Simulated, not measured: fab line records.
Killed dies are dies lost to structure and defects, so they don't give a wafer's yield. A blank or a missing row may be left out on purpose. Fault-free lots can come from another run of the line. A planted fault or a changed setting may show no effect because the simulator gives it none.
Which tool is to blame? || flow n5_finfet || Sampling: 9 lots, 26 wafers, 4 of 1938 route steps

== WHAT THE GAUGES SHOWED, per wafer ==
Not one reading of a measure or inspect step in the record can be checked against a usual standard deviation.

== WHICH TOOL RAN EACH LOT (tool, then ch and the chambers of the sampled wafers, then the start) ==
{"lot": "L184", "N5_BEOL_M7_ETCH_72": "rie_diel-06 ch 0,1,3, day 9 22:14", "N5_BEOL_M7_ETCH_65": "rie_diel-06 ch 0,1,3, day 9 22:16", "N5_BEOL_M7_ETCH_41": "rie_diel-06 ch 0,1,3, day 9 22:31", "N5_BEOL_M7_DEGAS_44": "pvd_sputter-02, day 9 23:14"}
{"lot": "L192", "N5_BEOL_M7_ETCH_72": "rie_diel-03 ch 2,3, day 12 01:11", "N5_BEOL_M7_ETCH_65": "rie_diel-03 ch 2,3, day 12 01:12", "N5_BEOL_M7_ETCH_41": "rie_diel-03 ch 2,3, day 12 01:27", "N5_BEOL_M7_DEGAS_44": "pvd_sputter-01, day 12 02:07"}
{"lot": "L193", "N5_BEOL_M7_ETCH_72": "rie_diel-03 ch 0,2,3, day 12 11:10", "N5_BEOL_M7_ETCH_65": "rie_diel-03 ch 0,2,3, day 12 11:11", "N5_BEOL_M7_ETCH_41": "rie_diel-03 ch 0,2,3, day 12 11:26", "N5_BEOL_M7_DEGAS_44": "pvd_sputter-03, day 12 12:17"}
{"lot": "L197", "N5_BEOL_M7_ETCH_72": "rie_diel-04 ch 0,1,2, day 13 10:52", "N5_BEOL_M7_ETCH_65": "rie_diel-04 ch 0,1,2, day 13 10:53", "N5_BEOL_M7_ETCH_41": "rie_diel-04 ch 0,1,2, day 13 11:08", "N5_BEOL_M7_DEGAS_44": "pvd_sputter-02, day 13 12:14"}
{"lot": "L200", "N5_BEOL_M7_ETCH_72": "rie_diel-06 ch 0,1,3, day 14 00:00", "N5_BEOL_M7_ETCH_65": "rie_diel-06 ch 0,1,3, day 14 00:01", "N5_BEOL_M7_ETCH_41": "rie_diel-06 ch 0,1,3, day 14 00:16", "N5_BEOL_M7_DEGAS_44": "pvd_sputter-02, day 14 01:58"}
{"lot": "L199", "N5_BEOL_M7_ETCH_72": "rie_diel-03 ch 0,1,3, day 14 18:44", "N5_BEOL_M7_ETCH_65": "rie_diel-03 ch 0,1,3, day 14 18:44", "N5_BEOL_M7_ETCH_41": "rie_diel-03 ch 0,1,3, day 14 18:59", "N5_BEOL_M7_DEGAS_44": "pvd_sputter-03, day 14 19:49"}
{"lot": "L202", "N5_BEOL_M7_ETCH_72": "rie_diel-06 ch 0,2,3, day 14 21:05", "N5_BEOL_M7_ETCH_65": "rie_diel-06 ch 0,2,3, day 14 21:06", "N5_BEOL_M7_ETCH_41": "rie_diel-06 ch 0,2,3, day 14 21:21", "N5_BEOL_M7_DEGAS_44": "pvd_sputter-02, day 15 00:43"}
{"lot": "L204", "N5_BEOL_M7_ETCH_72": "rie_diel-03 ch 0,1, day 14 21:15", "N5_BEOL_M7_ETCH_65": "rie_diel-03 ch 0,1, day 14 21:16", "N5_BEOL_M7_ETCH_41": "rie_diel-03 ch 0,1, day 14 21:31", "N5_BEOL_M7_DEGAS_44": "pvd_sputter-02, day 15 00:54"}
{"lot": "L205", "N5_BEOL_M7_ETCH_72": "rie_diel-03 ch 1,3, day 15 10:10", "N5_BEOL_M7_ETCH_65": "rie_diel-03 ch 1,3, day 15 10:11", "N5_BEOL_M7_ETCH_41": "rie_diel-03 ch 1,3, day 15 10:26", "N5_BEOL_M7_DEGAS_44": "pvd_sputter-01, day 15 12:56"}
- N5_BEOL_M7_ETCH_72: etches underlayer in N2/H2, target depth 6.5 nm, time 5.2 s.
- N5_BEOL_M7_ETCH_65: etches SiARC in CF4, target depth 15.6 nm, time 26 s.
- N5_BEOL_M7_ETCH_41: etches SiCN in CH3F/O2, target depth 31.9 nm, time 57.8 s.
- N5_BEOL_M7_DEGAS_44: time 60 s.

== AS READ BY THE TOOLS THEMSELVES (means over the sampled wafers that have a number; for cases with no such wafer, the mark the record gives instead) ==
N5_BEOL_M7_ETCH_72. Usual: chamber_pressure_mTorr 30.00 mTorr, standard deviation 0.04; drypump_motor_current_A 5.7 A, standard deviation 0.43; etch_rf_on_time_s 5.27 s, standard deviation 0.18; h2_flow_sccm 200.0 sccm, standard deviation 0.59; oes_product_au 0.67 a.u., standard deviation 0.07; rf_fwd_power_W 819.7 W, standard deviation 2.5; rf_vpp_V 524.0 V, standard deviation 2.3; showerhead_plenum_p_Torr 2.55 Torr, standard deviation 0.078; throttle_valve_pct 17.97 %, standard deviation 0.27.
{"lot": "L184", "tool": "rie_diel-06", "chamber_pressure_mTorr (mTorr)": 30.00, "drypump_motor_current_A (A)": 5.7, "etch_rf_on_time_s (s)": 5.31, "h2_flow_sccm (sccm)": 199.6, "oes_product_au (a.u.)": 0.67, "rf_fwd_power_W (W)": 821.4, "rf_vpp_V (V)": 523.0, "showerhead_plenum_p_Torr (Torr)": 2.52, "throttle_valve_pct (%)": 17.81, "flag": ""}
{"lot": "L192", "tool": "rie_diel-03", "chamber_pressure_mTorr (mTorr)": 29.99, "drypump_motor_current_A (A)": 5.6, "etch_rf_on_time_s (s)": 5.12, "h2_flow_sccm (sccm)": 199.3, "oes_product_au (a.u.)": 0.74, "rf_fwd_power_W (W)": 821.4, "rf_vpp_V (V)": 524.7, "showerhead_plenum_p_Torr (Torr)": 2.54, "throttle_valve_pct (%)": 17.83, "flag": ""}
{"lot": "L193", "tool": "rie_diel-03", "chamber_pressure_mTorr (mTorr)": 30.03, "drypump_motor_current_A (A)": 5.6, "etch_rf_on_time_s (s)": 5.18, "h2_flow_sccm (sccm)": 199.9, "oes_product_au (a.u.)": 0.70, "rf_fwd_power_W (W)": 816.4, "rf_vpp_V (V)": 524.1, "showerhead_plenum_p_Torr (Torr)": 2.55, "throttle_valve_pct (%)": 18.02, "flag": ""}
{"lot": "L197", "tool": "rie_diel-04", "chamber_pressure_mTorr (mTorr)": 30.04, "drypump_motor_current_A (A)": 5.6, "etch_rf_on_time_s (s)": 5.07, "h2_flow_sccm (sccm)": 199.9, "oes_product_au (a.u.)": 0.67, "rf_fwd_power_W (W)": 819.4, "rf_vpp_V (V)": 525.1, "showerhead_plenum_p_Torr (Torr)": 2.58, "throttle_valve_pct (%)": 18.12, "flag": ""}
{"lot": "L200", "tool": "rie_diel-06", "chamber_pressure_mTorr (mTorr)": 29.99, "drypump_motor_current_A (A)": 5.7, "etch_rf_on_time_s (s)": 5.32, "h2_flow_sccm (sccm)": 200.5, "oes_product_au (a.u.)": 0.66, "rf_fwd_power_W (W)": 819.4, "rf_vpp_V (V)": 522.8, "showerhead_plenum_p_Torr (Torr)": 2.51, "throttle_valve_pct (%)": 17.89, "flag": ""}
{"lot": "L199", "tool": "rie_diel-03", "chamber_pressure_mTorr (mTorr)": 30.01, "drypump_motor_current_A (A)": 5.6, "etch_rf_on_time_s (s)": 5.32, "h2_flow_sccm (sccm)": 199.9, "oes_product_au (a.u.)": 0.65, "rf_fwd_power_W (W)": 821.5, "rf_vpp_V (V)": 525.9, "showerhead_plenum_p_Torr (Torr)": 2.60, "throttle_valve_pct (%)": 18.17, "flag": ""}
{"lot": "L202", "tool": "rie_diel-06", "chamber_pressure_mTorr (mTorr)": 30.04, "drypump_motor_current_A (A)": 5.8, "etch_rf_on_time_s (s)": 5.26, "h2_flow_sccm (sccm)": 199.8, "oes_product_au (a.u.)": 0.71, "rf_fwd_power_W (W)": 821.1, "rf_vpp_V (V)": 523.8, "showerhead_plenum_p_Torr (Torr)": 2.50, "throttle_valve_pct (%)": 17.72, "flag": ""}
{"lot": "L204", "tool": "rie_diel-03", "chamber_pressure_mTorr (mTorr)": 29.97, "drypump_motor_current_A (A)": 5.2, "etch_rf_on_time_s (s)": 5.38, "h2_flow_sccm (sccm)": 200.4, "oes_product_au (a.u.)": 0.62, "rf_fwd_power_W (W)": 817.6, "rf_vpp_V (V)": 524.7, "showerhead_plenum_p_Torr (Torr)": 2.57, "throttle_valve_pct (%)": 18.07, "flag": ""}
{"lot": "L205", "tool": "rie_diel-03", "chamber_pressure_mTorr (mTorr)": 30.03, "drypump_motor_current_A (A)": 5.9, "etch_rf_on_time_s (s)": 5.24, "h2_flow_sccm (sccm)": 199.3, "oes_product_au (a.u.)": 0.70, "rf_fwd_power_W (W)": 818.7, "rf_vpp_V (V)": 526.0, "showerhead_plenum_p_Torr (Torr)": 2.63, "throttle_valve_pct (%)": 18.18, "flag": ""}

N5_BEOL_M7_ETCH_65. Usual: chamber_pressure_mTorr 40.00 mTorr, standard deviation 0.037; drypump_motor_current_A 5.6 A, standard deviation 0.44; etch_rf_on_time_s 26.5 s, standard deviation 0.9; oes_product_au 0.67 a.u., standard deviation 0.071; rf_fwd_power_W 532.0 W, standard deviation 1.7; rf_vpp_V 184.1 V, standard deviation 1; showerhead_plenum_p_Torr 2.14 Torr, standard deviation 0.059; throttle_valve_pct 15.68 %, standard deviation 0.19.
{"lot": "L184", "tool": "rie_diel-06", "chamber_pressure_mTorr (mTorr)": 40.02, "drypump_motor_current_A (A)": 5.7, "etch_rf_on_time_s (s)": 26.8, "oes_product_au (a.u.)": 0.67, "rf_fwd_power_W (W)": 531.0, "rf_vpp_V (V)": 183.3, "showerhead_plenum_p_Torr (Torr)": 2.13, "throttle_valve_pct (%)": 15.60, "flag": ""}
{"lot": "L192", "tool": "rie_diel-03", "chamber_pressure_mTorr (mTorr)": 39.98, "drypump_motor_current_A (A)": 5.7, "etch_rf_on_time_s (s)": 25.4, "oes_product_au (a.u.)": 0.75, "rf_fwd_power_W (W)": 531.0, "rf_vpp_V (V)": 183.7, "showerhead_plenum_p_Torr (Torr)": 2.13, "throttle_valve_pct (%)": 15.41, "flag": ""}
{"lot": "L193", "tool": "rie_diel-03", "chamber_pressure_mTorr (mTorr)": 39.98, "drypump_motor_current_A (A)": 5.6, "etch_rf_on_time_s (s)": 26.5, "oes_product_au (a.u.)": 0.69, "rf_fwd_power_W (W)": 532.5, "rf_vpp_V (V)": 184.6, "showerhead_plenum_p_Torr (Torr)": 2.14, "throttle_valve_pct (%)": 15.61, "flag": ""}
{"lot": "L197", "tool": "rie_diel-04", "chamber_pressure_mTorr (mTorr)": 40.01, "drypump_motor_current_A (A)": 5.6, "etch_rf_on_time_s (s)": 25.8, "oes_product_au (a.u.)": 0.67, "rf_fwd_power_W (W)": 534.1, "rf_vpp_V (V)": 183.8, "showerhead_plenum_p_Torr (Torr)": 2.17, "throttle_valve_pct (%)": 15.76, "flag": ""}
{"lot": "L200", "tool": "rie_diel-06", "chamber_pressure_mTorr (mTorr)": 40.00, "drypump_motor_current_A (A)": 5.7, "etch_rf_on_time_s (s)": 26.5, "oes_product_au (a.u.)": 0.65, "rf_fwd_power_W (W)": 534.3, "rf_vpp_V (V)": 183.6, "showerhead_plenum_p_Torr (Torr)": 2.12, "throttle_valve_pct (%)": 15.67, "flag": ""}
{"lot": "L199", "tool": "rie_diel-03", "chamber_pressure_mTorr (mTorr)": 39.98, "drypump_motor_current_A (A)": 5.6, "etch_rf_on_time_s (s)": 26.4, "oes_product_au (a.u.)": 0.66, "rf_fwd_power_W (W)": 531.5, "rf_vpp_V (V)": 184.6, "showerhead_plenum_p_Torr (Torr)": 2.18, "throttle_valve_pct (%)": 15.78, "flag": ""}
{"lot": "L202", "tool": "rie_diel-06", "chamber_pressure_mTorr (mTorr)": 40.04, "drypump_motor_current_A (A)": 5.8, "etch_rf_on_time_s (s)": 26.4, "oes_product_au (a.u.)": 0.70, "rf_fwd_power_W (W)": 533.2, "rf_vpp_V (V)": 184.5, "showerhead_plenum_p_Torr (Torr)": 2.11, "throttle_valve_pct (%)": 15.53, "flag": ""}
{"lot": "L204", "tool": "rie_diel-03", "chamber_pressure_mTorr (mTorr)": 40.00, "drypump_motor_current_A (A)": 5.2, "etch_rf_on_time_s (s)": 27.5, "oes_product_au (a.u.)": 0.61, "rf_fwd_power_W (W)": 532.3, "rf_vpp_V (V)": 184.8, "showerhead_plenum_p_Torr (Torr)": 2.17, "throttle_valve_pct (%)": 15.82, "flag": ""}
{"lot": "L205", "tool": "rie_diel-03", "chamber_pressure_mTorr (mTorr)": 39.97, "drypump_motor_current_A (A)": 5.9, "etch_rf_on_time_s (s)": 26.3, "oes_product_au (a.u.)": 0.70, "rf_fwd_power_W (W)": 530.7, "rf_vpp_V (V)": 184.6, "showerhead_plenum_p_Torr (Torr)": 2.21, "throttle_valve_pct (%)": 15.71, "flag": ""}

N5_BEOL_M7_ETCH_41. Usual: value, then standard deviation, for each; chamber_pressure_mTorr 29.999 mTorr / 0.027; drypump_motor_current_A 5.6 A / 0.44; oes_product_au 0.78 a.u. / 0.081; rf_fwd_power_W 390.6 W / 1.4; rf_vpp_V 297.4 V / 1.4; showerhead_plenum_p_Torr 2.00 Torr / 0.065; throttle_valve_pct 16.39 % / 0.18.
{"lot": "L184", "tool": "rie_diel-06", "chamber_pressure_mTorr (mTorr)": 30.008, "drypump_motor_current_A (A)": 5.7, "oes_product_au (a.u.)": 0.80, "rf_fwd_power_W (W)": 391.2, "rf_vpp_V (V)": 297.1, "showerhead_plenum_p_Torr (Torr)": 1.98, "throttle_valve_pct (%)": 16.27, "flag": ""}
{"lot": "L192", "tool": "rie_diel-03", "chamber_pressure_mTorr (mTorr)": 29.996, "drypump_motor_current_A (A)": 5.7, "oes_product_au (a.u.)": 0.92, "rf_fwd_power_W (W)": 483.4, "rf_vpp_V (V)": 275.9, "showerhead_plenum_p_Torr (Torr)": 1.99, "throttle_valve_pct (%)": 16.15, "flag": "OFF"}
{"lot": "L193", "tool": "rie_diel-03", "chamber_pressure_mTorr (mTorr)": 29.986, "drypump_motor_current_A (A)": 5.6, "oes_product_au (a.u.)": 0.86, "rf_fwd_power_W (W)": 484.3, "rf_vpp_V (V)": 277.1, "showerhead_plenum_p_Torr (Torr)": 2.00, "throttle_valve_pct (%)": 16.34, "flag": "OFF"}
{"lot": "L197", "tool": "rie_diel-04", "chamber_pressure_mTorr (mTorr)": 29.998, "drypump_motor_current_A (A)": 5.6, "oes_product_au (a.u.)": 0.77, "rf_fwd_power_W (W)": 391.4, "rf_vpp_V (V)": 298.3, "showerhead_plenum_p_Torr (Torr)": 2.03, "throttle_valve_pct (%)": 16.49, "flag": ""}
{"lot": "L200", "tool": "rie_diel-06", "chamber_pressure_mTorr (mTorr)": 29.994, "drypump_motor_current_A (A)": 5.7, "oes_product_au (a.u.)": 0.76, "rf_fwd_power_W (W)": 391.0, "rf_vpp_V (V)": 295.7, "showerhead_plenum_p_Torr (Torr)": 1.97, "throttle_valve_pct (%)": 16.32, "flag": ""}
{"lot": "L199", "tool": "rie_diel-03", "chamber_pressure_mTorr (mTorr)": 29.975, "drypump_motor_current_A (A)": 5.6, "oes_product_au (a.u.)": 0.78, "rf_fwd_power_W (W)": 389.8, "rf_vpp_V (V)": 297.8, "showerhead_plenum_p_Torr (Torr)": 2.04, "throttle_valve_pct (%)": 16.52, "flag": ""}
{"lot": "L202", "tool": "rie_diel-06", "chamber_pressure_mTorr (mTorr)": 30.019, "drypump_motor_current_A (A)": 5.8, "oes_product_au (a.u.)": 0.82, "rf_fwd_power_W (W)": 391.0, "rf_vpp_V (V)": 297.2, "showerhead_plenum_p_Torr (Torr)": 1.97, "throttle_valve_pct (%)": 16.22, "flag": ""}
{"lot": "L204", "tool": "rie_diel-03", "chamber_pressure_mTorr (mTorr)": 29.984, "drypump_motor_current_A (A)": 5.2, "oes_product_au (a.u.)": 0.73, "rf_fwd_power_W (W)": 389.7, "rf_vpp_V (V)": 297.5, "showerhead_plenum_p_Torr (Torr)": 2.03, "throttle_valve_pct (%)": 16.52, "flag": ""}
{"lot": "L205", "tool": "rie_diel-03", "chamber_pressure_mTorr (mTorr)": 30.032, "drypump_motor_current_A (A)": 5.9, "oes_product_au (a.u.)": 0.82, "rf_fwd_power_W (W)": 390.4, "rf_vpp_V (V)": 298.9, "showerhead_plenum_p_Torr (Torr)": 2.07, "throttle_valve_pct (%)": 16.51, "flag": ""}

N5_BEOL_M7_DEGAS_44. Usual: heater_power_w 336 W, standard deviation 23.
{"lot": "L184", "tool": "pvd_sputter-02", "heater_power_w (W)": 327, "flag": ""}
{"lot": "L192", "tool": "pvd_sputter-01", "heater_power_w (W)": 339, "flag": ""}
{"lot": "L193", "tool": "pvd_sputter-03", "heater_power_w (W)": 328, "flag": ""}
{"lot": "L197", "tool": "pvd_sputter-02", "heater_power_w (W)": 332, "flag": ""}
{"lot": "L200", "tool": "pvd_sputter-02", "heater_power_w (W)": 338, "flag": ""}
{"lot": "L199", "tool": "pvd_sputter-03", "heater_power_w (W)": 334, "flag": ""}
{"lot": "L202", "tool": "pvd_sputter-02", "heater_power_w (W)": 323, "flag": ""}
{"lot": "L204", "tool": "pvd_sputter-02", "heater_power_w (W)": 344, "flag": ""}
{"lot": "L205", "tool": "pvd_sputter-01", "heater_power_w (W)": 356, "flag": ""}

== THE ANSWER, worked out from the rows above alone ==
Rule: lot off if the mean of its wafers having a number is beyond 3 standard deviations from the usual mean. A lot without any number at a reading at which 4 lots or more have one is off too. The other lots that the step has rows for count as sound. First the gauges in route order, then the tools' own readings, where a lot's mean is used as printed above. The first step at which some lot is off is used, and at that step the reading that is off furthest; a lot without a number counts as furthest.
Off: L192, L193 (N5_BEOL_M7_ETCH_41, rf_fwd_power_W).
If a tool, at that step or one of the process steps before it, ran each lot that is off and ran no sound lot following the first of them, it fits. No candidate that was tried fits.

== WHAT WAS PUT IN BY THE SIMULATOR ==
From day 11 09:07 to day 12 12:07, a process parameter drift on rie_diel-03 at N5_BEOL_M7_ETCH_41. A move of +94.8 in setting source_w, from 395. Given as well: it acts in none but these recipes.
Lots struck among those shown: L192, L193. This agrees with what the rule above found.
